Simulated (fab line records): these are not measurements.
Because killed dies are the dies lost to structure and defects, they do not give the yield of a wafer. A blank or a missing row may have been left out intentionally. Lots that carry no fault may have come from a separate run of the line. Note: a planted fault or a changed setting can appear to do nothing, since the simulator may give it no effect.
What tool caused it? | flow n5_finfet | 12 lots with 36 wafers sampled at 3 steps, on a route of 1938 steps

## WHAT THE GAUGES READ, wafer by wafer
N5_BEOL_M5_INSPECT_58: inspects for defects (darkfield).
lot  | measured     | on                | raw_defect_count
L808 | day 8 05:23  | defect_inspect-01 | 45 92 50
L810 | day 9 13:20  | defect_inspect-01 | 46 33 32
L811 | day 9 16:18  | defect_inspect-02 | 75 56 92
L813 | day 10 13:35 | defect_inspect-01 | 41 35 41
L816 | day 10 18:56 | defect_inspect-02 | 49 75 53
L815 | day 10 22:55 | defect_inspect-02 | 104 53 55
L818 | day 11 16:56 | defect_inspect-01 | 60 87 80
L820 | day 11 21:21 | defect_inspect-02 | 55 44 62
L822 | day 11 21:23 | defect_inspect-02 | 77 91 57
L821 | day 11 21:37 | defect_inspect-01 | 73 110 58
L823 | day 12 12:54 | defect_inspect-02 | 56 92 48
L831 | day 14 18:03 | defect_inspect-02 | 85 52 82

## TOOL THAT RAN EACH LOT (tool first, then ch and the chambers of the sampled wafers, then the start)
lot  | N5_BEOL_M5_SPUTTER_88        | N5_BEOL_M5_CO_CAP_78
L808 | pvd_sputter-03, day 8 03:14  | cvd_co-01 ch 0,1, day 8 05:11
L810 | pvd_sputter-01, day 9 11:10  | cvd_co-01 ch 0,2, day 9 13:07
L811 | pvd_sputter-03, day 9 14:08  | cvd_co-02 ch 0,2, day 9 16:05
L813 | pvd_sputter-02, day 10 11:22 | cvd_co-01 ch 0,1,2, day 10 13:23
L816 | pvd_sputter-01, day 10 16:32 | cvd_co-01 ch 0,1,2, day 10 18:37
L815 | pvd_sputter-03, day 10 20:44 | cvd_co-02 ch 1,2, day 10 22:42
L818 | pvd_sputter-02, day 11 14:46 | cvd_co-01 ch 1,2, day 11 16:43
L820 | pvd_sputter-03, day 11 19:11 | cvd_co-02 ch 1,2, day 11 21:08
L822 | pvd_sputter-02, day 11 19:13 | cvd_co-01 ch 0,2, day 11 21:11
L821 | pvd_sputter-01, day 11 19:25 | cvd_co-01 ch 1,2, day 11 21:25
L823 | pvd_sputter-03, day 12 10:44 | cvd_co-02 ch 0,1,2, day 12 12:44
L831 | pvd_sputter-01, day 14 15:42 | cvd_co-02 ch 0,1, day 14 17:50
- N5_BEOL_M5_SPUTTER_88: material Cu, target thk 15 nm, time 27.62 s.
- N5_BEOL_M5_CO_CAP_78: material Co, precursor CCTBA/H2, target thk 2 nm, time 102.1 s.

## WHAT THE TOOLS THEMSELVES READ (means of the sampled wafers that have a number; where no wafer has one, the mark that the record gives instead)
N5_BEOL_M5_SPUTTER_88.
lot  | tool           | chuck_gas_flow_sccm (sccm) | chuck_sensor_temp_C (C) | throttle_valve_pct (%)
L808 | pvd_sputter-03 | 1.25                       | -16.0                   | 30.1
L810 | pvd_sputter-01 | 1.29                       | -15.9                   | 29.8
L811 | pvd_sputter-03 | 1.27                       | -15.4                   | 29.9
L813 | pvd_sputter-02 | 1.26                       | -15.7                   | 29.9
L816 | pvd_sputter-01 | 1.30                       | -15.8                   | 30.5
L815 | pvd_sputter-03 | 1.26                       | -16.1                   | 30.2
L818 | pvd_sputter-02 | 1.34                       | -16.2                   | 30.2
L820 | pvd_sputter-03 | 1.27                       | -16.2                   | 30.3
L822 | pvd_sputter-02 | 1.29                       | -16.0                   | 30.7
L821 | pvd_sputter-01 | 1.24                       | -15.7                   | 30.9
L823 | pvd_sputter-03 | 1.31                       | -16.5                   | 30.3
L831 | pvd_sputter-01 | 1.26                       | -15.5                   | 30.8

N5_BEOL_M5_CO_CAP_78.
lot  | tool      | heater_power_w (W)
L808 | cvd_co-01 | 214
L810 | cvd_co-01 | 219
L811 | cvd_co-02 | 247
L813 | cvd_co-01 | 220
L816 | cvd_co-01 | 219
L815 | cvd_co-02 | 253
L818 | cvd_co-01 | 227
L820 | cvd_co-02 | 247
L822 | cvd_co-01 | 215
L821 | cvd_co-01 | 231
L823 | cvd_co-02 | 252
L831 | cvd_co-02 | 263

## THE ANSWER, worked out from the rows above alone
Rule: what is usual is taken from the lots themselves. Put in order of their means at a reading, lots are off if they are a third of the lots or fewer, leave a main group of 4 or more, and stand apart from it by a gap of 3 or more times the standard deviation of the main group's means; of several such gaps the widest counts. If all means in a main group match to the digits the tables above print for the reading, that group is not used. Also off: a lot with no number at a reading for which 4 or more lots have one. The other lots that the step has rows for count as sound. After the gauges, taken in route order, come the tools' own readings; for these a lot's mean is taken, as printed above. At the first step where some lot is off, the reading lying furthest off is the one used; lots without a number count as furthest.
None of the lots is off at any reading shown; this tells nothing.

## WHAT THE SIMULATOR HAD PUT IN
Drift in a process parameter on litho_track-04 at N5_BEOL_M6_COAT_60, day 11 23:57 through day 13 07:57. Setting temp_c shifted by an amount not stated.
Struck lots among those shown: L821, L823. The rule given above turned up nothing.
